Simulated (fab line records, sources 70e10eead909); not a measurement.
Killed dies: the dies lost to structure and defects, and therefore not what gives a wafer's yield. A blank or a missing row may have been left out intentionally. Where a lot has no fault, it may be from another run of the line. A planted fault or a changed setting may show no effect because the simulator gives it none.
Matching of chambers | flow nandHarc | NHARC_A_STAIRCASE_STRIP_476 on rieDiel-02: 4 sister chambers
The step strips in O2, time 20 s. 4 wafers are shown with their chamber, then 7 later ones without.

## WAFERS, EACH WITH ITS CHAMBER
wafer  | chamber | showerheadPlenumPTorr (Torr)
L088.4 | 1       | 3.59
L089.3 | 0       | 3.31
L094.2 | 3       | 3.71
L094.5 | 2       | 3.33

## WAFERS MISSING THEIR CHAMBER
wafer  | showerheadPlenumPTorr (Torr)
L094.6 | 3.71
L095.2 | 3.58
L095.3 | 3.33
L095.6 | 3.33
L097.2 | 3.33
L097.5 | 3.33
L097.6 | 3.71

## THE CHAMBER EACH PASSED THROUGH
wafer  | from the rows above | in truth
L094.6 | 3                   | 3
L095.2 | 1                   | 1
L095.3 | 2                   | 2
L095.6 | 2                   | 2
L097.2 | 2                   | 2
L097.5 | 2                   | 2
L097.6 | 3                   | 3
Correct placement for 7 of the 7. Can't be placed from these rows: 0. Placed wrongly: 0.
How it was worked out, from the rows above alone: a wafer's distance from a chamber is the root of the sum, over the readings, of the square of ((its reading less the chamber's mean) divided by the reading's scatter). The wafer belongs to the nearest chamber; if the next one is less than 2 further off, it can't be placed. For every chamber, the mean is computed from those of its wafers that are shown. The scatter: with one shown wafer a chamber, the root of the mean of the squares of how far each hidden wafer lies from its nearest shown one.
